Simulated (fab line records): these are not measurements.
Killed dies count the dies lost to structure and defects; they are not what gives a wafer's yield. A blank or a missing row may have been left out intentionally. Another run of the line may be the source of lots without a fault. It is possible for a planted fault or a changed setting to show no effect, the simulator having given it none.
Which of the tools did it? + flow n5Finfet + Sampling: 11 lots, 33 wafers, 2 of 1938 route steps

WHAT EACH GAUGE READ, for each wafer
N5_BEOL_M6_CD_MEAS_28: target cd 40 nm.
| lot  | measured     | on       | cdNm (nm)         |
|------|--------------|----------|-------------------|
| L951 | day 9 00:02  | cdSem-03 | 39.86 39.89 39.70 |
| L957 | day 10 07:16 | cdSem-01 | 39.64 39.71 39.85 |
| L958 | day 10 19:46 | cdSem-03 | 39.73 39.85 39.76 |
| L960 | day 11 01:04 | cdSem-03 | 40.16 39.77 40.25 |
| L959 | day 11 06:48 | cdSem-03 | 40.16 40.08 40.41 |
| L964 | day 12 10:29 | cdSem-01 | 40.21 39.94 39.91 |
| L968 | day 12 13:10 | cdSem-03 | 39.88 40.06 40.19 |
| L967 | day 12 17:02 | cdSem-01 | 39.93 40.10 40.11 |
| L966 | day 12 17:13 | cdSem-03 | 40.06 39.90 39.61 |
| L972 | day 13 20:22 | cdSem-01 | 39.84 39.95 40.05 |
| L974 | day 14 15:52 | cdSem-01 | 39.79 39.98 39.78 |

WHICH TOOL RAN EACH LOT (tool, then ch and the chambers of the sampled wafers, then the start)
| lot  | N5_BEOL_M6_ETCH_62                |
|------|-----------------------------------|
| L951 | rieDiel-02 ch 1,2, day 8 21:44    |
| L957 | rieDiel-06 ch 0,1,2, day 10 05:49 |
| L958 | rieDiel-03 ch 0,2,3, day 10 17:49 |
| L960 | rieDiel-06 ch 1,2, day 10 21:32   |
| L959 | rieDiel-06 ch 0,1, day 11 05:59   |
| L964 | rieDiel-06 ch 2,3, day 12 07:44   |
| L968 | rieDiel-02 ch 0,2, day 12 11:26   |
| L967 | rieDiel-03 ch 0,1,3, day 12 14:05 |
| L966 | rieDiel-03 ch 0,1,3, day 12 15:37 |
| L972 | rieDiel-06 ch 0,2,3, day 13 19:08 |
| L974 | rieDiel-03 ch 0,1,2, day 14 12:58 |
- N5_BEOL_M6_ETCH_62: etches SOC in N2/H2, target depth 110 nm, overetch 22 nm, time 165 s.

WHAT THE TOOLS THEMSELVES READ (means of the sampled wafers that have a number; where no wafer has one, the mark that the record gives instead)
N5_BEOL_M6_ETCH_62.
| lot  | tool       | drypumpMotorCurrentA (A) | oesProductAu (a.u.) | rfVppV (V) | showerheadPlenumPTorr (Torr) | throttleValvePct (%) |
|------|------------|--------------------------|---------------------|------------|------------------------------|----------------------|
| L951 | rieDiel-02 | 5.6                      | 0.60                | 524.5      | 2.55                         | 17.93                |
| L957 | rieDiel-06 | 5.9                      | 0.67                | 525.8      | 2.63                         | 17.94                |
| L958 | rieDiel-03 | 5.9                      | 0.65                | 523.6      | 2.55                         | 17.92                |
| L960 | rieDiel-06 | 5.8                      | 0.66                | 526.0      | 2.58                         | 18.02                |
| L959 | rieDiel-06 | 5.6                      | 0.61                | 523.5      | 2.56                         | 18.17                |
| L964 | rieDiel-06 | 5.6                      | 0.66                | 523.0      | 2.51                         | 17.64                |
| L968 | rieDiel-02 | 5.5                      | 0.66                | 523.1      | 2.49                         | 17.62                |
| L967 | rieDiel-03 | 5.6                      | 0.63                | 524.7      | 2.58                         | 17.97                |
| L966 | rieDiel-03 | 5.6                      | 0.63                | 524.7      | 2.58                         | 17.96                |
| L972 | rieDiel-06 | 5.8                      | 0.65                | 525.2      | 2.58                         | 17.79                |
| L974 | rieDiel-03 | 5.7                      | 0.65                | 522.6      | 2.51                         | 17.89                |

THE ANSWER, worked out from the rows above alone
Rule: the usual values come from the lots themselves. Put in order of their means at a reading, lots are off if they are a third of the lots or fewer, leave a main group of 4 or more, and stand apart from it by a gap of 3 or more times the standard deviation of the main group's means; of several such gaps the widest counts. A main group is skipped when, at the precision printed for the reading in the tables above, its means are all equal. Also off: a lot with no number at a reading for which 4 or more lots have one. The other lots that the step has rows for count as sound. The gauges are gone through in route order, then the tools' own readings, and for those a lot's mean is taken as printed above. At the first step where some lot is off, the reading lying furthest off is the one used; lots without a number count as furthest.
Nothing can be told from this: no lot is off at any reading shown.

WHAT THE SIMULATOR HAD PUT IN
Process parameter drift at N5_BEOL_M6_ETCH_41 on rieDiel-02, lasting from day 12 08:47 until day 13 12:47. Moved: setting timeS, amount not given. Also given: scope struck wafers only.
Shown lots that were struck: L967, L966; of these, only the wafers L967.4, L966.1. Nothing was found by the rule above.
